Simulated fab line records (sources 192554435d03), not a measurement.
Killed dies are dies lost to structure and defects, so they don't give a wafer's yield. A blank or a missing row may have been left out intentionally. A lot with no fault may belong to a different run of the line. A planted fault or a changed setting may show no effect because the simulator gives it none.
fab line records | flow n5_finfet
[record] lots = 24 wafers = 72 last_day = 17
route steps=1938 shown BEOL_M7@1325 BEOL_M8@1386 BEOL_M9@1402
lots that met no fault: taken from a fault-free run of the same line
start_h: hours from the record's opening day to when the first of the lot's shown wafers began | wait_h: hours since the lot's step before | " identical to the entry in the row above | L1.1+2: several wafers, shown together as one row | - no value present, or no start provided | * or withheld: withheld | < > ~ a bound
route shown NAME@n: a module of which the file shows steps, and the number in the route of the first | usual: mean/standard deviation of fault-free wafers | same: alike in all rows | chamber/n: place in a boat | sites: readings site by site | _std_site: the values' standard deviation | _edge_site: outer sites' mean less inner sites' | radius_mm: how far each site lies from the wafer's centre | mask NAME#n: copy n | behind: the last tool/chamber to shape the wafer | hold: cause of the lot's hold/its duration in hours/its outcome | device: whichever transistor did not switch (one of n, p or np) | end of line: the same wafers' tests at the end of the route | step lacking rows: just its recipe | killed: not the wafer's yield, but the dies lost to structure and defects at the first sort | map: per-die view of a wafer (x killed, . not killed, _ where there is no die)
set.NAME: the setting as run; set.NAME@STEP: as run at that earlier step | model.NAME: the simulator's own value behind a step, which no gauge read
steps of the route over a sample of lots; a table a step, a row a wafer
services: when a tool's chamber went out of use (start_h, in hours from the record's first day, below 0 if earlier), for how many hours, and the reason
[[steps]]
[step N5_BEOL_M7_ANNEAL_51]
[recipe] temp_c = 225 time_s = 90 ambient = N2
[usual] wafer_temp_C_max = 226.0/0.41
// columns lot.wafer tool chamber start_h wait_h wafer_temp_C_max
L075.2 rtp_anneal-01 0 203.32 0.2 226.5
L075.5 " 0 " " 226.8
L075.6 " 0 " " 226.0
L076.3 rtp_anneal-02 0 208.26 0.1 225.7
L076.4 " 0 " " 225.8
L076.6 " 0 " " 225.4
L077.2 rtp_anneal-02 0 210.06 0.1 225.7
L077.4 " 0 " " 226.3
L077.6 " 0 " " 225.9
L074.1 rtp_anneal-02 0 220.32 0.1 225.7
L074.3 " 0 " " 225.9
L074.5 " 0 " " 225.8
L079.1 rtp_anneal-02 0 223.25 0.1 225.7
L079.3 " 0 " " 225.6
L079.5 " 0 " " 225.7
L078.4 rtp_anneal-01 0 227.81 0.2 226.4
L078.5 " 0 " " 226.5
L078.6 " 0 " " 226.5
L080.2 rtp_anneal-02 0 229.98 0.1 225.8
L080.3 " 0 " " 225.4
L080.6 " 0 " " 225.7
L081.1 rtp_anneal-02 0 233.25 0.1 225.8
L081.4 " 0 " " 225.6
L081.5 " 0 " " 226.0
L082.2 rtp_anneal-02 0 245.60 0.1 225.5
L082.4 " 0 " " 225.6
L082.5 " 0 " " 225.9
L083.1 rtp_anneal-01 0 250.20 0.8 226.6
L083.3 " 0 " " 226.6
L083.4 " 0 " " 226.5
L084.1 rtp_anneal-02 0 261.14 0.2 225.9
L084.2 " 0 " " 226.2
L084.4 " 0 " " 225.7
L085.2 rtp_anneal-01 0 269.37 0.4 226.3
L085.3 " 0 " " 226.1
L085.6 " 0 " " 225.9
L086.2 rtp_anneal-02 0 271.07 0.1 225.6
L086.4 " 0 " " 225.5
L086.5 " 0 " " 225.8
L087.1 rtp_anneal-01 0 280.21 0.1 226.2
L087.5 " 0 " " 226.8
L087.6 " 0 " " 226.5
L088.4 rtp_anneal-01 0 287.06 0.2 226.2
L088.5 " 0 " " 226.5
L088.6 " 0 " " 226.5
L089.2 rtp_anneal-01 0 290.15 0.1 226.4
L089.5 " 0 " " 226.1
L089.6 " 0 " " 226.5
L091.2 rtp_anneal-01 0 293.33 0.1 226.0
L091.5 " 0 " " 226.0
L091.6 " 0 " " 226.2
L090.2 rtp_anneal-01 0 304.10 0.9 226.3
L090.3 " 0 " " 226.4
L090.5 " 0 " " 226.7
L092.2 rtp_anneal-02 0 311.76 0.2 225.6
L092.4 " 0 " " 226.0
L092.5 " 0 " " 225.9
L094.2 rtp_anneal-01 0 314.02 0.2 226.2
L094.3 " 0 " " 226.6
L094.5 " 0 " " 225.9
L093.2 rtp_anneal-02 0 314.07 0.2 225.4
L093.3 " 0 " " 225.6
L093.6 " 0 " " 225.6
L095.2 rtp_anneal-01 0 323.83 0.3 226.7
L095.4 " 0 " " 227.0
L095.5 " 0 " " 226.4
L097.3 rtp_anneal-02 0 329.79 0.3 225.6
L097.4 " 0 " " 225.5
L097.6 " 0 " " 225.6
L096.1 rtp_anneal-01 0 331.06 0.1 226.2
L096.4 " 0 " " 226.4
L096.6 " 0 " " 226.9
[step N5_BEOL_M7_THK_MEAS_53]
[recipe] thk_meas_gauge = xrf reads = Cu_of_BEOL_M7_ECD_50
[usual] M7_THK = 81/3.1
// columns lot.wafer tool chamber start_h wait_h M7_THK[nm]
L075.2 film_metro-01 - 203.89 - 84
L075.5 " - " " 76
L075.6 " - " " 84
L076.3 film_metro-02 - 208.76 - 79
L076.4 " - " " 83
L076.6 " - " " 83
L077.2 film_metro-02 - 210.60 - 77
L077.4 " - " " 85
L077.6 " - " " 83
L074.1 film_metro-01 - 220.92 - 82
L074.3 " - " " 82
L074.5 " - " " 79
L079.1 film_metro-01 - 223.86 - 83
L079.3 " - " " 78
L079.5 " - " " 85
L078.4 film_metro-01 - 228.28 - 81
L078.5 " - " " 80
L078.6 " - " " 87
L080.2 film_metro-01 - 230.52 - 77
L080.3 " - " " 77
L080.6 " - " " 84
L081.1 film_metro-01 - 233.84 - 80
L081.4 " - " " 78
L081.5 " - " " 88
L082.2 film_metro-01 - 246.15 - 79
L082.4 " - " " 83
L082.5 " - " " 77
L083.1 film_metro-02 - 250.79 - 80
L083.3 " - " " 86
L083.4 " - " " 76
L084.1 film_metro-02 - 261.87 - 80
L084.2 " - " " 79
L084.4 " - " " 83
L085.2 film_metro-02 - 269.92 - 78
L085.3 " - " " 85
L085.6 " - " " 78
L086.2 film_metro-01 - 271.62 - 84
L086.4 " - " " 77
L086.5 " - " " 88
L087.1 film_metro-02 - 280.80 - 84
L087.5 " - " " 81
L087.6 " - " " 79
L088.4 film_metro-01 - 287.51 - 79
L088.5 " - " " 84
L088.6 " - " " 79
L089.2 film_metro-02 - 290.70 - 76
L089.5 " - " " 83
L089.6 " - " " 78
L091.2 film_metro-02 - 293.88 - 82
L091.5 " - " " 77
L091.6 " - " " 79
L090.2 film_metro-02 - 304.66 - 79
L090.3 " - " " 84
L090.5 " - " " 79
L092.2 film_metro-02 - 312.31 - 81
L092.4 " - " " 78
L092.5 " - " " 82
L094.2 film_metro-02 - 314.57 - 78
L094.3 " - " " 78
L094.5 " - " " 80
L093.2 film_metro-01 - 314.62 - 84
L093.3 " - " " 79
L093.6 " - " " 85
L095.2 film_metro-01 - 324.38 - 86
L095.4 " - " " 82
L095.5 " - " " 79
L097.3 film_metro-02 - 330.29 - 84
L097.4 " - " " 82
L097.6 " - " " 87
L096.1 film_metro-02 - 331.65 - 80
L096.4 " - " " 76
L096.6 " - " " 76
[step N5_BEOL_M8_CURE_75]
[recipe] temp_c = 370 time_s = 120 ambient = DMADMS/He material = SiCOH_lowk
[usual] lamp_power_pct = 52.31/0.057 wafer_temp_C_max = 371.9/0.51
// columns lot.wafer tool chamber start_h wait_h lamp_power_pct wafer_temp_C_max
L075.2 uv_cure-02 2 208.41 0.1 52.41 372.2
L075.5 " 2 " " 52.29 371.1
L075.6 " 2 " " 52.42 371.1
L076.3 uv_cure-03 0 213.40 0.2 52.30 371.3
L076.4 " 0 " " 52.28 371.9
L076.6 " 0 " " 52.34 372.1
L077.2 uv_cure-03 0 215.42 0.1 52.16 371.9
L077.4 " 0 " " 52.22 371.7
L077.6 " 0 " " 52.30 372.0
L074.1 uv_cure-02 1 227.47 0.0 52.27 371.8
L074.3 " 1 " " 52.34 371.7
L074.5 " 1 " " 52.26 371.3
L079.1 uv_cure-01 1 230.15 0.0 52.33 372.1
L079.3 " 1 " " 52.27 372.2
L079.5 " 1 " " 52.38 371.5
L078.4 uv_cure-02 1 234.47 0.2 52.31 371.7
L078.5 " 1 " " 52.33 371.8
L078.6 " 1 " " 52.29 371.7
L080.2 uv_cure-01 1 237.69 0.1 52.32 372.0
L080.3 " 1 " " 52.26 372.0
L080.6 " 1 " " 52.30 371.7
L081.1 uv_cure-01 1 238.19 0.2 52.33 372.7
L081.4 " 1 " " 52.36 372.0
L081.5 " 1 " " 52.22 371.8
L082.2 uv_cure-02 0 249.95 0.1 52.23 371.7
L082.4 " 0 " " 52.28 371.4
L082.5 " 0 " " 52.31 372.8
L083.1 uv_cure-03 1 257.28 0.0 52.39 371.8
L083.3 " 1 " " 52.35 371.4
L083.4 " 1 " " 52.39 372.7
L084.1 uv_cure-03 2 267.22 0.0 52.19 373.4
L084.2 " 2 " " 52.35 372.3
L084.4 " 2 " " 52.32 372.6
L086.2 uv_cure-01 0 277.43 0.1 52.29 371.9
L086.4 " 0 " " 52.40 371.8
L086.5 " 0 " " 52.24 372.1
L085.2 uv_cure-02 2 277.90 0.1 52.33 371.3
L085.3 " 2 " " 52.39 372.1
L085.6 " 2 " " 52.23 371.9
L087.1 uv_cure-03 0 285.91 0.0 52.31 371.1
L087.5 " 0 " " 52.16 371.2
L087.6 " 0 " " 52.40 370.7
L088.4 uv_cure-01 0 294.01 0.2 52.33 372.1
L088.5 " 0 " " 52.32 372.0
L088.6 " 0 " " 52.21 371.8
L089.2 uv_cure-03 2 295.62 0.1 52.35 372.9
L089.5 " 2 " " 52.26 371.9
L089.6 " 2 " " 52.36 372.7
L091.2 uv_cure-01 1 297.90 0.1 52.46 372.0
L091.5 " 1 " " 52.29 371.6
L091.6 " 1 " " 52.35 371.9
L090.2 uv_cure-03 1 313.82 0.1 52.29 371.5
L090.3 " 1 " " 52.23 371.9
L090.5 " 1 " " 52.35 371.8
L092.2 uv_cure-03 0 317.63 0.1 52.27 371.9
L092.4 " 0 " " 52.30 370.8
L092.5 " 0 " " 52.41 371.4
L094.2 uv_cure-03 1 318.58 0.1 52.24 371.5
L094.3 " 1 " " 52.34 371.6
L094.5 " 1 " " 52.26 372.2
L093.2 uv_cure-03 0 320.85 0.2 52.31 371.8
L093.3 " 0 " " 52.33 371.1
L093.6 " 0 " " 52.33 371.9
L095.2 uv_cure-01 2 328.54 0.2 52.34 371.6
L095.4 " 2 " " 52.20 372.2
L095.5 " 2 " " 52.32 372.1
L097.3 uv_cure-03 2 336.71 0.1 52.27 372.4
L097.4 " 2 " " 52.40 372.7
L097.6 " 2 " " 52.35 372.7
L096.1 uv_cure-03 1 337.41 0.0 52.22 371.6
L096.4 " 1 " " 52.34 372.0
L096.6 " 1 " " 52.34 372.2
[step N5_BEOL_M8_ANNEAL_51]
[recipe] temp_c = 225 time_s = 90 ambient = N2
[usual] wafer_temp_C_max = 226.1/0.38
// columns lot.wafer tool chamber start_h wait_h wafer_temp_C_max
L075.2 rtp_anneal-02 0 210.46 0.1 225.8
L075.5 " 0 " " 225.8
L075.6 " 0 " " 225.4
L076.3 rtp_anneal-01 0 215.01 0.2 225.8
L076.4 " 0 " " 226.6
L076.6 " 0 " " 226.4
L077.2 rtp_anneal-01 0 218.41 0.1 226.6
L077.4 " 0 " " 226.4
L077.6 " 0 " " 225.8
L074.1 rtp_anneal-01 0 230.42 0.1 226.4
L074.3 " 0 " " 225.9
L074.5 " 0 " " 226.3
L079.1 rtp_anneal-02 0 233.52 0.1 225.5
L079.3 " 0 " " 225.7
L079.5 " 0 " " 225.4
L078.4 rtp_anneal-02 0 236.94 0.2 225.9
L078.5 " 0 " " 225.7
L078.6 " 0 " " 226.1
L080.2 rtp_anneal-01 0 239.52 0.4 226.5
L080.3 " 0 " " 225.8
L080.6 " 0 " " 226.1
L081.1 rtp_anneal-02 0 240.94 0.1 225.8
L081.4 " 0 " " 226.0
L081.5 " 0 " " 226.1
L082.2 rtp_anneal-01 0 253.62 0.1 226.3
L082.4 " 0 " " 225.9
L082.5 " 0 " " 226.3
L083.1 rtp_anneal-02 0 258.67 0.1 225.8
L083.3 " 0 " " 225.6
L083.4 " 0 " " 225.8
L084.1 rtp_anneal-01 0 269.06 0.2 226.5
L084.2 " 0 " " 226.1
L084.4 " 0 " " 226.5
L086.2 rtp_anneal-02 0 278.98 0.1 225.7
L086.4 " 0 " " 225.6
L086.5 " 0 " " 226.2
L085.2 rtp_anneal-02 0 279.52 0.5 225.8
L085.3 " 0 " " 225.7
L085.6 " 0 " " 225.5
L087.1 rtp_anneal-01 0 287.46 0.4 226.3
L087.5 " 0 " " 226.3
L087.6 " 0 " " 226.1
L088.4 rtp_anneal-01 0 296.68 0.6 226.5
L088.5 " 0 " " 226.3
L088.6 " 0 " " 226.5
L089.2 rtp_anneal-01 0 297.60 0.2 226.2
L089.5 " 0 " " 226.8
L089.6 " 0 " " 226.8
L091.2 rtp_anneal-02 0 301.02 0.1 225.8
L091.5 " 0 " " 225.7
L091.6 " 0 " " 225.7
L090.2 rtp_anneal-01 0 315.71 0.2 226.5
L090.3 " 0 " " 226.4
L090.5 " 0 " " 226.6
L092.2 rtp_anneal-02 0 319.51 0.3 225.5
L092.4 " 0 " " 226.1
L092.5 " 0 " " 226.0
L094.2 rtp_anneal-01 0 319.80 0.2 226.1
L094.3 " 0 " " 226.6
L094.5 " 0 " " 226.4
L093.2 rtp_anneal-02 0 322.15 0.1 225.9
L093.3 " 0 " " 225.5
L093.6 " 0 " " 225.8
L095.2 rtp_anneal-01 0 330.11 0.2 226.0
L095.4 " 0 " " 225.6
L095.5 " 0 " " 225.9
L097.3 rtp_anneal-01 0 339.01 0.6 226.7
L097.4 " 0 " " 226.9
L097.6 " 0 " " 226.0
L096.1 rtp_anneal-01 0 339.46 0.1 226.4
L096.4 " 0 " " 226.2
L096.6 " 0 " " 226.3
[step N5_BEOL_M9_CURE_71]
[recipe] temp_c = 385 time_s = 240 ambient = He/Ar material = SiCOH_lowk
[usual] lamp_power_pct = 52.31/0.052 wafer_temp_C_max = 387.0/0.59
// columns lot.wafer tool chamber start_h wait_h lamp_power_pct wafer_temp_C_max
L075.2 uv_cure-03 2 211.43 0.2 52.33 387.1
L075.5 " 2 " " 52.24 388.9
L075.6 " 2 " " 52.32 388.3
L076.3 uv_cure-03 1 216.24 0.5 52.27 386.9
L076.4 " 1 " " 52.26 386.7
L076.6 " 1 " " 52.28 386.4
L077.2 uv_cure-02 0 219.32 0.1 52.25 387.7
L077.4 " 0 " " 52.38 387.2
L077.6 " 0 " " 52.24 387.9
L074.1 uv_cure-02 1 231.32 0.1 52.24 386.8
L074.3 " 1 " " 52.27 386.5
L074.5 " 1 " " 52.30 386.9
L079.1 uv_cure-01 1 234.38 0.0 52.38 387.2
L079.3 " 1 " " 52.35 386.7
L079.5 " 1 " " 52.31 386.5
L078.4 uv_cure-03 2 238.35 0.6 52.29 386.8
L078.5 " 2 " " 52.35 387.6
L078.6 " 2 " " 52.34 387.3
L080.2 uv_cure-01 0 240.53 0.2 52.32 386.6
L080.3 " 0 " " 52.33 388.0
L080.6 " 0 " " 52.35 387.1
L081.1 uv_cure-03 0 241.93 0.0 52.22 386.0
L081.4 " 0 " " 52.17 385.9
L081.5 " 0 " " 52.28 386.0
L082.2 uv_cure-02 2 254.52 0.1 52.31 386.4
L082.4 " 2 " " 52.32 386.8
L082.5 " 2 " " 52.33 386.4
L083.1 uv_cure-02 1 259.56 0.0 52.39 386.7
L083.3 " 1 " " 52.38 387.1
L083.4 " 1 " " 52.29 386.9
L084.1 uv_cure-02 1 269.92 0.0 52.30 387.3
L084.2 " 1 " " 52.21 386.5
L084.4 " 1 " " 52.31 386.5
L086.2 uv_cure-01 2 279.88 0.1 52.37 387.0
L086.4 " 2 " " 52.40 387.2
L086.5 " 2 " " 52.32 386.9
L085.2 uv_cure-02 2 280.47 0.2 52.29 386.2
L085.3 " 2 " " 52.36 386.6
L085.6 " 2 " " 52.20 386.1
L087.1 uv_cure-01 0 288.32 0.0 52.35 387.5
L087.5 " 0 " " 52.33 387.3
L087.6 " 0 " " 52.24 386.9
L088.4 uv_cure-02 0 297.65 0.3 52.35 386.6
L088.5 " 0 " " 52.32 386.8
L088.6 " 0 " " 52.27 387.3
L089.2 uv_cure-01 1 298.50 0.1 52.23 387.3
L089.5 " 1 " " 52.29 386.5
L089.6 " 1 " " 52.35 386.7
L091.2 uv_cure-01 0 302.06 0.3 52.43 388.4
L091.5 " 0 " " 52.32 387.3
L091.6 " 0 " " 52.27 387.5
L090.2 uv_cure-02 1 316.61 0.1 52.28 387.2
L090.3 " 1 " " 52.27 386.6
L090.5 " 1 " " 52.36 386.8
L092.2 uv_cure-03 1 320.40 0.1 52.26 386.5
L092.4 " 1 " " 52.29 386.0
L092.5 " 1 " " 52.39 386.1
L094.2 uv_cure-01 1 320.75 0.2 52.28 387.3
L094.3 " 1 " " 52.36 387.1
L094.5 " 1 " " 52.34 387.2
L093.2 uv_cure-03 2 323.05 0.1 52.31 387.6
L093.3 " 2 " " 52.32 388.2
L093.6 " 2 " " 52.31 387.8
L095.2 uv_cure-02 1 331.24 0.3 52.30 387.5
L095.4 " 1 " " 52.36 387.0
L095.5 " 1 " " 52.28 386.8
L097.3 uv_cure-02 2 339.94 0.2 52.29 386.8
L097.4 " 2 " " 52.29 386.1
L097.6 " 2 " " 52.33 387.0
L096.1 uv_cure-02 2 340.32 0.0 52.29 386.5
L096.4 " 2 " " 52.28 387.4
L096.6 " 2 " " 52.25 386.8
[step N5_BEOL_M9_STRIP_19]
[recipe] chemistry = O2 power_w = 400 temp_c = 40 pressure_mtorr = 30 rf_frequency_hz = 6e+07 bias_power_w = 0 overash_fraction = 0.2 o2_flow_sccm = 225
[usual] drypump_motor_current_A = 6.0/0.62 oes_product_au = 0.78/0.062 rf_vpp_V = 3.6/0.65 showerhead_plenum_p_Torr = 2.08/0.059 throttle_valve_pct = 16.62/0.18
// columns lot.wafer tool chamber start_h wait_h drypump_motor_current_A oes_product_au rf_hours_counter_h rf_vpp_V showerhead_plenum_p_Torr throttle_valve_pct
L075.2 rie_diel-01 3 214.40 0.1 6.3 0.72 189 3.9 2.10 16.54
L075.5 " 0 " " 5.1 0.90 - 3.4 2.06 16.39
L075.6 " 1 " " 6.4 0.87 - 3.7 2.13 16.75
L076.3 rie_diel-01 1 218.75 0.1 6.3 0.87 55 2.6 2.13 16.74
L076.4 " 2 " " 6.8 0.78 137 4.0 2.02 16.35
L076.6 " 1 " " 6.4 0.87 - 3.3 2.13 16.77
L077.2 rie_diel-01 0 221.56 0.1 5.1 0.89 49 3.3 2.06 16.37
L077.4 " 0 " " 5.1 0.87 - 3.7 2.06 16.38
L077.6 " 3 " " 6.3 0.72 - 2.7 2.10 16.55
L074.1 rie_diel-04 3 234.79 0.1 6.6 0.79 149 3.5 2.02 16.52
L074.3 " 1 " " 5.0 0.84 49 4.6 2.16 16.80
L074.5 " 2 " " 5.7 0.73 - 2.8 2.01 16.63
L079.1 rie_diel-04 0 236.69 0.1 6.1 0.72 190 4.5 2.16 16.72
L079.3 " 2 " " 5.7 0.74 185 3.0 2.01 16.64
L079.5 " 2 " " 5.7 0.72 - 4.2 2.01 16.66
L078.4 rie_diel-02 2 240.14 0.1 6.2 0.87 37 4.0 2.22 16.45
L078.5 " 2 " " 6.2 0.86 - 3.5 2.22 16.46
L078.6 " 1 " " 5.3 0.73 - 2.0 2.06 16.51
L080.2 rie_diel-01 2 242.82 0.1 6.8 0.78 140 4.8 2.02 16.34
L080.3 " 0 " " 5.1 0.87 56 3.4 2.05 16.39
L080.6 " 2 " " 6.8 0.78 - 3.8 2.02 16.35
L081.1 rie_diel-04 3 245.31 0.1 6.7 0.79 152 2.8 2.02 16.55
L081.4 " 2 " " 5.8 0.72 187 3.3 2.01 16.66
L081.5 " 3 " " 6.6 0.79 - 4.4 2.02 16.53
L082.2 rie_diel-02 3 257.71 0.1 6.0 0.68 202 3.4 2.10 17.15
L082.4 " 1 " " 5.4 0.74 185 3.6 2.06 16.48
L082.5 " 3 " " 6.0 0.68 - 3.5 2.10 17.17
L083.1 rie_diel-01 3 262.28 0.1 6.2 0.71 205 3.7 2.09 16.57
L083.3 " 2 " " 6.8 0.77 146 2.6 2.02 16.36
L083.4 " 0 " " 5.1 0.86 62 3.1 2.05 16.40
L084.1 rie_diel-01 2 273.79 0.1 6.8 0.77 150 3.5 2.02 16.35
L084.2 " 3 " " 6.3 0.71 208 4.9 2.09 16.58
L084.4 " 1 " " 6.4 0.84 72 2.3 2.12 16.79
L086.2 rie_diel-01 1 282.14 0.4 6.4 0.83 75 4.1 2.12 16.80
L086.4 " 3 " " 6.3 0.71 211 4.1 2.09 16.57
L086.5 " 1 " " 6.3 0.83 - 3.6 2.12 16.81
L085.2 rie_diel-04 2 283.29 0.6 5.6 0.71 200 4.3 2.01 16.68
L085.3 " 3 " " 6.7 0.77 165 4.2 2.02 16.54
L085.6 " 2 " " 5.7 0.72 - 3.7 2.01 16.66
L087.1 rie_diel-04 1 290.07 0.2 5.0 0.82 68 4.3 2.16 16.82
L087.5 " 0 " " 6.1 0.72 - 3.8 2.15 16.74
L087.6 " 3 " " 6.7 0.77 - 3.8 2.02 16.56
L088.4 rie_diel-01 3 299.48 0.1 6.3 0.71 217 3.1 2.09 16.54
L088.5 " 3 " " 6.3 0.70 - 3.8 2.09 16.59
L088.6 " 2 " " 6.8 0.76 - 4.6 2.01 16.38
L089.2 rie_diel-04 1 302.12 0.2 5.0 0.81 71 3.6 2.16 16.81
L089.5 " 1 " " 5.0 0.81 - 4.2 2.16 16.82
L089.6 " 3 " " 6.6 0.76 - 3.7 2.01 16.56
L091.2 rie_diel-04 0 304.13 0.1 6.1 0.71 210 4.1 2.15 16.76
L091.5 " 1 " " 5.0 0.82 - 3.7 2.15 16.83
L091.6 " 3 " " 6.7 0.76 - 3.6 2.01 16.57
L090.2 rie_diel-01 2 319.11 0.1 6.8 0.76 164 3.2 2.01 16.40
L090.3 " 3 " " 6.3 0.70 222 2.6 2.09 16.60
L090.5 " 0 " " 5.1 0.84 - 3.7 2.04 16.44
L092.2 rie_diel-01 1 322.16 0.1 6.3 0.82 88 3.5 2.12 16.82
L092.4 " 2 " " 6.8 0.75 165 2.8 2.01 16.38
L092.5 " 2 " " 6.8 0.76 - 3.9 2.01 16.38
L094.2 rie_diel-04 3 322.53 0.1 6.7 0.76 180 2.7 2.01 16.60
L094.3 " 2 " " 5.8 0.70 210 4.2 2.01 16.69
L094.5 " 3 " " 6.7 0.77 - 3.5 2.01 16.57
L093.2 rie_diel-04 0 325.89 0.1 6.1 0.70 218 2.7 2.15 16.77
L093.3 " 1 " " 5.0 0.81 78 4.2 2.15 16.82
L093.6 " 1 " " 5.0 0.81 - 2.4 2.15 16.84
L095.2 rie_diel-01 0 332.89 0.1 5.1 0.83 85 2.6 2.04 16.45
L095.4 " 3 " " 6.3 0.70 227 2.5 2.08 16.60
L095.5 " 3 " " 6.3 0.69 - 3.6 2.08 16.62
L097.3 rie_diel-04 1 342.89 0.2 5.1 0.80 84 3.8 2.15 16.84
L097.4 " 3 " " 6.6 0.76 - 3.6 2.01 16.60
L097.6 " 1 " " 5.0 0.79 - 3.8 2.15 16.85
L096.1 rie_diel-04 0 343.05 0.1 6.1 0.69 225 3.2 2.14 16.80
L096.4 " 0 " " 6.1 0.69 - 4.4 2.14 16.78
L096.6 " 3 " " 6.7 0.76 - 2.2 2.01 16.59
[[services]]
// columns tool chamber start_h hours kind
rtp_anneal-02 - 212.99 3.6 pm
uv_cure-02 - 215.01 1.0 pm
rie_diel-01 2 220.07 16.1 repair
rie_diel-02 0 264.59 16.2 repair
rie_diel-02 - 271.50 14.6 pm
uv_cure-03 - 297.84 2.1 pm
rie_diel-04 1 310.45 4.1 repair
uv_cure-03 - 338.75 5.6 repair
[[key]]
fault none
